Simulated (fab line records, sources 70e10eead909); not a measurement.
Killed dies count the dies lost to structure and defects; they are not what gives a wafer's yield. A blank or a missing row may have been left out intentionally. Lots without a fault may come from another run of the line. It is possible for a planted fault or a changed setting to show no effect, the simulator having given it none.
Chamber matching || flow nandHarc || NHARC_P_GATE_ETCHBACK_37 on rieDiel-03: 4 sister chambers
The step etches the open film in CHF3/O2, target depth 34.5 nm, time 17.2 s. 14 wafers are shown with their chamber, then 7 later ones without.

== WAFERS, EACH WITH ITS CHAMBER ==
{"wafer": "L324.2", "chamber": 1, "drypumpMotorCurrentA (A)": 5.2, "rfVppV (V)": 372.6, "o2FlowSccm (sccm)": 9.983}
{"wafer": "L324.3", "chamber": 3, "drypumpMotorCurrentA (A)": 5.5, "rfVppV (V)": 369.4, "o2FlowSccm (sccm)": 10.007}
{"wafer": "L324.4", "chamber": 2, "drypumpMotorCurrentA (A)": 5.2, "rfVppV (V)": 371.2, "o2FlowSccm (sccm)": 9.985}
{"wafer": "L325.1", "chamber": 2, "drypumpMotorCurrentA (A)": 5.2, "rfVppV (V)": 372.4, "o2FlowSccm (sccm)": 10.021}
{"wafer": "L325.2", "chamber": 3, "drypumpMotorCurrentA (A)": 5.5, "rfVppV (V)": 371.0, "o2FlowSccm (sccm)": 9.997}
{"wafer": "L325.6", "chamber": 1, "drypumpMotorCurrentA (A)": 5.2, "rfVppV (V)": 373.0, "o2FlowSccm (sccm)": 10.001}
{"wafer": "L326.1", "chamber": 0, "drypumpMotorCurrentA (A)": 5.3, "rfVppV (V)": 373.8, "o2FlowSccm (sccm)": 10.008}
{"wafer": "L326.2", "chamber": 1, "drypumpMotorCurrentA (A)": 5.1, "rfVppV (V)": 374.7, "o2FlowSccm (sccm)": 10.041}
{"wafer": "L326.4", "chamber": 2, "drypumpMotorCurrentA (A)": 5.2, "rfVppV (V)": 371.5, "o2FlowSccm (sccm)": 9.997}
{"wafer": "L327.1", "chamber": 3, "drypumpMotorCurrentA (A)": 5.5, "rfVppV (V)": 370.2, "o2FlowSccm (sccm)": 9.964}
{"wafer": "L327.3", "chamber": 0, "drypumpMotorCurrentA (A)": 5.3, "rfVppV (V)": 372.1, "o2FlowSccm (sccm)": 10.016}
{"wafer": "L327.6", "chamber": 0, "drypumpMotorCurrentA (A)": 5.4, "rfVppV (V)": 372.0, "o2FlowSccm (sccm)": 10.013}
{"wafer": "L330.2", "chamber": 2, "drypumpMotorCurrentA (A)": 5.2, "rfVppV (V)": 371.2, "o2FlowSccm (sccm)": 10.044}
{"wafer": "L330.4", "chamber": 1, "drypumpMotorCurrentA (A)": 5.2, "rfVppV (V)": 375.2, "o2FlowSccm (sccm)": 9.960}

SIGNATURES (averages over the wafers above)
{"reading": "drypumpMotorCurrentA", "chamber 0": 5.333, "chamber 1": 5.175, "chamber 2": 5.200, "chamber 3": 5.500, "scatter within a chamber": 0.0376}
{"reading": "rfVppV", "chamber 0": 372.633, "chamber 1": 373.875, "chamber 2": 371.575, "chamber 3": 370.200, "scatter within a chamber": 0.955}
{"reading": "o2FlowSccm", "chamber 0": 10.01233, "chamber 1": 9.99625, "chamber 2": 10.01175, "chamber 3": 9.98933, "scatter within a chamber": 0.0257}
Rule: for each reading, subtract the chamber's mean from the wafer's reading, divide by that reading's scatter and square the result; add these up over the readings and take the root, which gives the wafer's distance from the chamber. If the next closest chamber is less than 2 further off than the closest, the wafer can't be placed; otherwise it belongs to the closest. How the scatter is found: for the shown wafers, subtract from each reading the mean of its chamber, square and add these, divide the total by (wafers less chambers), then take the root.

== WAFERS MISSING THEIR CHAMBER ==
{"wafer": "L330.5", "drypumpMotorCurrentA (A)": 5.3, "rfVppV (V)": 372.3, "o2FlowSccm (sccm)": 9.990}
{"wafer": "L331.3", "drypumpMotorCurrentA (A)": 5.3, "rfVppV (V)": 372.0, "o2FlowSccm (sccm)": 9.973}
{"wafer": "L331.4", "drypumpMotorCurrentA (A)": 5.2, "rfVppV (V)": 374.1, "o2FlowSccm (sccm)": 10.014}
{"wafer": "L331.6", "drypumpMotorCurrentA (A)": 5.2, "rfVppV (V)": 370.7, "o2FlowSccm (sccm)": 9.916}
{"wafer": "L338.1", "drypumpMotorCurrentA (A)": 5.2, "rfVppV (V)": 369.4, "o2FlowSccm (sccm)": 10.044}
{"wafer": "L338.2", "drypumpMotorCurrentA (A)": 5.5, "rfVppV (V)": 369.4, "o2FlowSccm (sccm)": 9.998}
{"wafer": "L338.4", "drypumpMotorCurrentA (A)": 5.2, "rfVppV (V)": 374.7, "o2FlowSccm (sccm)": 9.999}

== THE CHAMBER EACH PASSED THROUGH ==
{"wafer": "L330.5", "from the rows above": "can't be placed: 0 or 2", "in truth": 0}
{"wafer": "L331.3", "from the rows above": "can't be placed: 0 or 2", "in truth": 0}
{"wafer": "L331.4", "from the rows above": "can't be placed: 1 or 2", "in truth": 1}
{"wafer": "L331.6", "from the rows above": "can't be placed: 2 or 1 or 0", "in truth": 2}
{"wafer": "L338.1", "from the rows above": 2, "in truth": 2}
{"wafer": "L338.2", "from the rows above": 3, "in truth": 3}
{"wafer": "L338.4", "from the rows above": 1, "in truth": 1}
Correct placement for 3 of the 7. Cannot be placed on the basis of these rows: 4; the candidates contain the true chamber in 4. Placed wrongly: 0.
